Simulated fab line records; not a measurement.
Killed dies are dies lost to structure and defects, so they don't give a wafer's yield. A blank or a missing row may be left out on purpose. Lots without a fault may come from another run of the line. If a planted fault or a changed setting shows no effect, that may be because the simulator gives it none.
What tool caused it? ; flow nand_harc ; Sampling: 24 lots, 72 wafers, 6 of 1159 route steps

WHAT THE GAUGES READ, wafer by wafer
No reading from a measuring or inspecting step in the record can be judged against a usual standard deviation.

WHICH TOOL RAN EACH LOT (tool, then ch and the chambers of the sampled wafers, then the start)
lot;NHARC_A_STAIRCASE_ETCH_192;NHARC_A_STAIRCASE_TRIM_196;NHARC_A_STAIRCASE_STRIP_205;NHARC_A_STAIRCASE_ETCH_225;NHARC_A_STAIRCASE_HM_DEP_456;NHARC_A_STAIRCASE_ETCH_452
L075;rie_diel-09 ch 1,2,3, day 10 21:43 or earlier;rie_diel-02 ch 0,1,2, day 10 21:43;plasma_asher-01 ch 0,1, day 10 22:54;rie_diel-02 ch 0,2,3, day 11 05:46 or earlier;acl_dep-03 ch 0, day 11 05:46;rie_diel-02 ch 0,1,2, no start
L074;rie_diel-03 ch 0,1,3, day 10 22:16 or earlier;rie_diel-03 ch 0,1, day 10 22:16;plasma_asher-02 ch 0,1, day 10 23:21;rie_diel-03 ch 1,2, day 11 05:51 or earlier;acl_dep-02 ch 0, day 11 05:51;rie_diel-03 ch 2,3, no start
L077;rie_diel-09 ch 1,2, day 11 14:36 or earlier;rie_diel-03 ch 0,1,2, day 11 14:36;plasma_asher-02 ch 0,1, day 11 16:05;rie_diel-03 ch 0,1,2, day 11 22:58 or earlier;acl_dep-02 ch 0, day 11 22:58;rie_diel-02 ch 0,2, no start
L076;rie_diel-02 ch 1,3, day 11 18:34 or earlier;rie_diel-02 ch 1,3, day 11 18:34;plasma_asher-02 ch 0,1, day 11 19:56;rie_diel-03 ch 0,1,2, day 12 03:41 or earlier;acl_dep-03 ch 0, day 12 03:41;rie_diel-09 ch 1,2, no start
L079;rie_diel-02 ch 0,3, day 12 02:56 or earlier;rie_diel-03 ch 0,1,2, day 12 02:56;plasma_asher-01 ch 0,1, day 12 04:05;rie_diel-02 ch 1,2, day 12 13:16 or earlier;acl_dep-02 ch 0, day 12 13:16;rie_diel-09 ch 1,2, no start
L078;rie_diel-02 ch 2,3, day 12 03:11 or earlier;rie_diel-02 ch 1,2, day 12 03:11;plasma_asher-02 ch 0,1, day 12 04:19;rie_diel-09 ch 1,2,3, day 12 13:16 or earlier;acl_dep-03 ch 0, day 12 13:16;rie_diel-02 ch 0,1,3, no start
L081;rie_diel-03 ch 1,2,3, day 12 08:01 or earlier;rie_diel-02 ch 0,1,3, day 12 08:01;plasma_asher-01 ch 0,1, day 12 09:05;rie_diel-03 ch 0,1,3, day 12 17:24 or earlier;acl_dep-02 ch 0, day 12 17:24;rie_diel-03 ch 0,1,2, no start
L080;rie_diel-03 ch 0,1,2, day 12 08:41 or earlier;rie_diel-09 ch 2,3, day 12 08:41;plasma_asher-02 ch 0,1, day 12 09:43;rie_diel-09 ch 1,2,3, day 12 17:48 or earlier;acl_dep-01 ch 0, day 12 17:48;rie_diel-02 ch 0,1, no start
L083;rie_diel-09 ch 1,2, day 13 01:23 or earlier;rie_diel-09 ch 0,1,3, day 13 01:23;plasma_asher-01 ch 0, day 13 02:27;rie_diel-03 ch 0,1, day 13 12:28 or earlier;acl_dep-03 ch 0, day 13 12:28;rie_diel-02 ch 1,2, no start
L082;rie_diel-03 ch 1,2, day 13 01:55 or earlier;rie_diel-02 ch 0,1,3, day 13 01:55;plasma_asher-02 ch 0,1, day 13 03:20;rie_diel-02 ch 1,2,3, day 13 16:51 or earlier;acl_dep-02 ch 0, day 13 16:51;rie_diel-09 ch 1,2, no start
L084;rie_diel-03 ch 0,1,3, day 13 19:37 or earlier;rie_diel-02 ch 0,1, day 13 19:37;plasma_asher-01 ch 0,1, day 13 20:49;rie_diel-03 ch 0,3, day 14 03:51 or earlier;acl_dep-02 ch 0, day 14 03:51;rie_diel-09 ch 2,3, no start
L085;rie_diel-02 ch 0,2, day 14 05:13 or earlier;rie_diel-02 ch 0,3, day 14 05:13;plasma_asher-02 ch 1, day 14 06:35;rie_diel-09 ch 0,1,2, day 14 13:24 or earlier;acl_dep-02 ch 0, day 14 13:24;rie_diel-03 ch 0,2, no start
L086;rie_diel-02 ch 0,1,2, day 14 05:17 or earlier;rie_diel-03 ch 1,2,3, day 14 05:17;plasma_asher-01 ch 0,1, day 14 06:47;rie_diel-03 ch 0,1,3, day 14 14:27 or earlier;acl_dep-01 ch 0, day 14 14:27;rie_diel-03 ch 0,1,2, no start
L088;rie_diel-09 ch 0,2,3, day 14 11:08 or earlier;rie_diel-02 ch 0,1, day 14 11:08;plasma_asher-01 ch 0,1, day 14 12:29;rie_diel-02 ch 0,2,3, day 14 22:20 or earlier;acl_dep-01 ch 0, day 14 22:20;rie_diel-09 ch 0,1,2, no start
L087;rie_diel-02 ch 0,2,3, day 14 11:37 or earlier;rie_diel-02 ch 0,1, day 14 11:37;plasma_asher-02 ch 0,1, day 14 12:47;rie_diel-09 ch 0,1,3, day 14 23:23 or earlier;acl_dep-03 ch 0, day 14 23:23;rie_diel-02 ch 0,1, no start
L090;rie_diel-03 ch 0,1,3, day 15 01:30 or earlier;rie_diel-03 ch 1,2,3, day 15 01:30;plasma_asher-02 ch 0,1, day 15 02:36;rie_diel-02 ch 2,3, day 15 11:36 or earlier;acl_dep-02 ch 0, day 15 11:36;rie_diel-09 ch 1,2,3, no start
L089;rie_diel-09 ch 0,3, day 15 02:27 or earlier;rie_diel-03 ch 0,2, day 15 02:27;plasma_asher-02 ch 0,1, day 15 03:31;rie_diel-09 ch 1,3, day 15 12:35 or earlier;acl_dep-01 ch 0, day 15 12:35;rie_diel-02 ch 1,2,3, no start
L091;rie_diel-09 ch 0,2, day 15 07:55 or earlier;rie_diel-09 ch 0,2, day 15 07:55;plasma_asher-01 ch 0,1, day 15 09:29;rie_diel-03 ch 2,3, day 15 17:08 or earlier;acl_dep-03 ch 0, day 15 17:08;rie_diel-03 ch 0,1,3, no start
L092;rie_diel-03 ch 0,2,3, day 15 08:42 or earlier;rie_diel-03 ch 1,2,3, day 15 08:42;plasma_asher-02 ch 0,1, day 15 09:47;rie_diel-09 ch 1,3, day 15 19:16 or earlier;acl_dep-03 ch 0, day 15 19:16;rie_diel-03 ch 1,2, no start
L093;rie_diel-02 ch 0,1,3, day 15 13:34 or earlier;rie_diel-03 ch 1,2, day 15 13:34;plasma_asher-02 ch 0,1, day 15 14:46;rie_diel-09 ch 1,2,3, day 15 23:56 or earlier;acl_dep-01 ch 0, day 15 23:56;rie_diel-09 ch 0,1, no start
L094;rie_diel-02 ch 1,2,3, day 15 22:36 or earlier;rie_diel-02 ch 0,1,3, day 15 22:36;plasma_asher-01 ch 0,1, day 16 00:04;rie_diel-03 ch 1,2,3, day 16 08:43 or earlier;acl_dep-01 ch 0, day 16 08:43;rie_diel-02 ch 0,1,2, no start
L095;rie_diel-09 ch 0,1, day 16 11:57 or earlier;rie_diel-03 ch 1,3, day 16 11:57;plasma_asher-01 ch 0,1, day 16 13:09;rie_diel-02 ch 0,1,3, day 16 19:37 or earlier;acl_dep-03 ch 0, day 16 19:37;rie_diel-02 ch 1,3, no start
L096;rie_diel-02 ch 0,1,3, day 16 14:26 or earlier;rie_diel-03 ch 1,3, day 16 14:26;plasma_asher-02 ch 0,1, day 16 15:28;rie_diel-03 ch 2,3, day 16 21:53 or earlier;acl_dep-02 ch 0, day 16 21:53;rie_diel-02 ch 1,2, no start
L097;rie_diel-03 ch 1,2,3, day 17 02:33 or earlier;rie_diel-03 ch 0,1,3, day 17 02:33;plasma_asher-01 ch 0,1, day 17 03:40;rie_diel-09 ch 0,2,3, day 17 12:10 or earlier;acl_dep-03 ch 0, day 17 12:10;rie_diel-09 ch 1,2,3, no start
- NHARC_A_STAIRCASE_ETCH_192: etches the open film in C4F8/O2, target depth 100 nm, time 40.5 s.
- NHARC_A_STAIRCASE_TRIM_196: chemistry O2, time 211.2 s.
- NHARC_A_STAIRCASE_STRIP_205: strips in O2.
- NHARC_A_STAIRCASE_ETCH_225: etches the open film in C4F8/O2, target depth 100 nm, time 40.5 s.
- NHARC_A_STAIRCASE_HM_DEP_456: deposits aC, target thk 1500 nm.
- NHARC_A_STAIRCASE_ETCH_452: etches the open film in CF4/O2, target depth 30 nm, overetch 3 nm, time 16.5 s.

AS READ BY THE TOOLS THEMSELVES (means over the sampled wafers that have a number; for cases with no such wafer, the mark the record gives instead)
NHARC_A_STAIRCASE_ETCH_192.
lot;tool;bias_w (W);oes_product_au (a.u.);rf_vpp_V (V)
L075;rie_diel-09;999;0.952;901
L074;rie_diel-03;997;0.952;889
L077;rie_diel-09;1000;0.955;900
L076;rie_diel-02;1000;0.929;892
L079;rie_diel-02;1004;0.930;894
L078;rie_diel-02;999;0.935;894
L081;rie_diel-03;1003;0.937;894
L080;rie_diel-03;998;0.957;894
L083;rie_diel-09;999;0.939;900
L082;rie_diel-03;1000;0.953;900
L084;rie_diel-03;1002;0.957;889
L085;rie_diel-02;1000;0.931;899
L086;rie_diel-02;1000;0.936;899
L088;rie_diel-09;1001;0.940;896
L087;rie_diel-02;1002;0.947;897
L090;rie_diel-03;1000;0.949;889
L089;rie_diel-09;1001;0.941;895
L091;rie_diel-09;997;0.958;891
L092;rie_diel-03;1000;0.939;895
L093;rie_diel-02;1004;0.946;894
L094;rie_diel-02;998;0.934;896
L095;rie_diel-09;1003;0.938;896
L096;rie_diel-02;1002;0.943;894
L097;rie_diel-03;1003;0.950;892

NHARC_A_STAIRCASE_TRIM_196.
lot;tool;drypump_motor_current_A (A);oes_product_au (a.u.);rf_vpp_V (V);showerhead_plenum_p_Torr (Torr);throttle_valve_pct (%)
L075;rie_diel-02;5.8;0.992;58.1;3.63;17.038
L074;rie_diel-03;5.6;0.998;57.6;3.34;17.043
L077;rie_diel-03;5.4;1.001;57.9;3.50;17.032
L076;rie_diel-02;5.6;0.984;57.7;3.49;17.032
L079;rie_diel-03;5.4;1.003;57.3;3.50;17.036
L078;rie_diel-02;5.8;0.977;57.9;3.71;17.040
L081;rie_diel-02;5.6;0.993;57.4;3.48;17.041
L080;rie_diel-09;6.0;1.003;57.8;3.70;17.032
L083;rie_diel-09;5.7;0.992;58.0;3.60;17.037
L082;rie_diel-02;5.7;1.000;57.7;3.48;17.038
L084;rie_diel-02;5.7;0.992;57.7;3.54;17.030
L085;rie_diel-02;5.7;1.008;57.7;3.47;17.042
L086;rie_diel-03;5.7;1.006;57.4;3.47;17.029
L088;rie_diel-02;5.7;1.002;57.5;3.54;17.031
L087;rie_diel-02;5.7;1.001;58.0;3.54;17.028
L090;rie_diel-03;5.7;0.998;57.6;3.46;17.027
L089;rie_diel-03;5.2;1.005;57.6;3.53;17.047
L091;rie_diel-09;5.6;1.012;57.4;3.48;17.042
L092;rie_diel-03;5.8;1.001;57.4;3.46;17.032
L093;rie_diel-03;5.4;0.999;58.1;3.61;17.028
L094;rie_diel-02;5.7;1.008;58.4;3.47;17.033
L095;rie_diel-03;5.9;1.000;56.6;3.29;17.034
L096;rie_diel-03;5.9;1.000;57.3;3.29;17.038
L097;rie_diel-03;5.7;1.009;57.7;3.32;17.033

NHARC_A_STAIRCASE_STRIP_205.
lot;tool;drypump_motor_current_A (A);heater_power_w (W)
L075;plasma_asher-01;6.4;347
L074;plasma_asher-02;5.4;304
L077;plasma_asher-02;5.7;329
L076;plasma_asher-02;5.7;336
L079;plasma_asher-01;6.4;365
L078;plasma_asher-02;5.7;332
L081;plasma_asher-01;6.4;361
L080;plasma_asher-02;5.4;305
L083;plasma_asher-01;6.5;366
L082;plasma_asher-02;5.7;326
L084;plasma_asher-01;6.4;337
L085;plasma_asher-02;6.0;355
L086;plasma_asher-01;6.4;351
L088;plasma_asher-01;6.4;358
L087;plasma_asher-02;5.5;304
L090;plasma_asher-02;5.6;328
L089;plasma_asher-02;5.5;302
L091;plasma_asher-01;6.4;331
L092;plasma_asher-02;5.4;303
L093;plasma_asher-02;5.4;304
L094;plasma_asher-01;6.4;353
L095;plasma_asher-01;6.4;340
L096;plasma_asher-02;5.7;335
L097;plasma_asher-01;6.4;341

NHARC_A_STAIRCASE_ETCH_225.
lot;tool;bias_w (W);oes_product_au (a.u.);rf_vpp_V (V)
L075;rie_diel-02;998;0.941;897
L074;rie_diel-03;1001;0.932;899
L077;rie_diel-03;1004;0.951;895
L076;rie_diel-03;1000;0.949;896
L079;rie_diel-02;999;0.922;902
L078;rie_diel-09;998;0.938;902
L081;rie_diel-03;1001;0.952;889
L080;rie_diel-09;1002;0.943;902
L083;rie_diel-03;1002;0.962;890
L082;rie_diel-02;1001;0.938;898
L084;rie_diel-03;998;0.955;891
L085;rie_diel-09;1000;0.948;896
L086;rie_diel-03;998;0.947;889
L088;rie_diel-02;999;0.947;897
L087;rie_diel-09;1002;0.937;898
L090;rie_diel-02;1001;0.928;895
L089;rie_diel-09;1006;0.946;903
L091;rie_diel-03;1001;0.936;900
L092;rie_diel-09;998;0.949;903
L093;rie_diel-09;998;0.949;902
L094;rie_diel-03;1000;0.950;893
L095;rie_diel-02;998;0.940;893
L096;rie_diel-03;1001;0.941;894
L097;rie_diel-09;1000;0.952;896

NHARC_A_STAIRCASE_HM_DEP_456.
lot;tool;throttle_valve_pct (%)
L075;acl_dep-03;35.004
L074;acl_dep-02;35.000
L077;acl_dep-02;35.001
L076;acl_dep-03;34.998
L079;acl_dep-02;35.007
L078;acl_dep-03;34.998
L081;acl_dep-02;35.004
L080;acl_dep-01;34.999
L083;acl_dep-03;34.992
L082;acl_dep-02;35.004
L084;acl_dep-02;34.991
L085;acl_dep-02;35.005
L086;acl_dep-01;34.996
L088;acl_dep-01;35.009
L087;acl_dep-03;35.000
L090;acl_dep-02;35.010
L089;acl_dep-01;35.000
L091;acl_dep-03;34.998
L092;acl_dep-03;34.997
L093;acl_dep-01;35.003
L094;acl_dep-01;35.002
L095;acl_dep-03;34.995
L096;acl_dep-02;34.998
L097;acl_dep-03;34.993

NHARC_A_STAIRCASE_ETCH_452.
lot;tool;bias_w (W);drypump_motor_current_A (A);oes_product_au (a.u.);rf_vpp_V (V);showerhead_plenum_p_Torr (Torr);throttle_valve_pct (%)
L075;rie_diel-02;100.22;5.8;0.997;198.2;1.38;13.411
L074;rie_diel-03;99.90;5.6;1.012;199.3;1.38;13.403
L077;rie_diel-02;100.10;5.8;0.996;199.3;1.37;13.397
L076;rie_diel-09;99.82;5.5;1.000;198.8;1.37;13.397
L079;rie_diel-09;99.97;5.3;0.999;198.7;1.38;13.404
L078;rie_diel-02;100.21;5.7;0.994;197.1;1.31;13.387
L081;rie_diel-03;100.07;5.4;1.004;198.0;1.32;13.391
L080;rie_diel-02;100.37;5.7;1.005;198.1;1.34;13.391
L083;rie_diel-02;99.87;5.7;0.982;198.5;1.37;13.392
L082;rie_diel-09;100.14;5.3;0.998;198.6;1.38;13.400
L084;rie_diel-09;100.20;5.8;1.010;198.8;1.38;13.400
L085;rie_diel-03;100.26;5.2;1.015;197.7;1.33;13.397
L086;rie_diel-03;99.77;5.4;1.005;197.8;1.32;13.393
L088;rie_diel-09;99.97;5.5;1.002;197.3;1.33;13.409
L087;rie_diel-02;100.11;5.7;0.989;198.2;1.34;13.394
L090;rie_diel-09;100.08;5.7;0.997;199.6;1.38;13.404
L089;rie_diel-02;100.05;5.7;0.995;198.1;1.34;13.395
L091;rie_diel-03;100.21;5.7;1.006;196.1;1.26;13.400
L092;rie_diel-03;99.58;5.4;1.004;198.7;1.37;13.402
L093;rie_diel-09;100.18;5.4;1.006;197.2;1.30;13.404
L094;rie_diel-02;99.70;5.8;0.989;198.4;1.37;13.395
L095;rie_diel-02;100.15;5.6;0.992;196.6;1.31;13.399
L096;rie_diel-02;99.82;5.8;0.989;198.6;1.40;13.392
L097;rie_diel-09;100.07;5.7;0.995;199.3;1.38;13.394

THE ANSWER, worked out from the rows above alone
Rule: what is usual is taken from the lots themselves. Put in order of their means at a reading, lots are off if they are a third of the lots or fewer, leave a main group of 4 or more, and stand apart from it by a gap of 3 or more times the standard deviation of the main group's means; of several such gaps the widest counts. A main group whose means are all the same, to the digits that the tables above print for the reading, isn't used. Also off: a lot with no number at a reading for which 4 or more lots have one. Any other lot the step has rows for is counted as sound. After the gauges, taken in route order, come the tools' own readings; for these a lot's mean is taken, as printed above. The first step at which some lot is off is used, and at that step the reading that is off furthest; a lot without a number counts as furthest.
Across all readings shown, no lot is off: no conclusion can be drawn from this.

WHAT HAD BEEN PUT IN BY THE SIMULATOR
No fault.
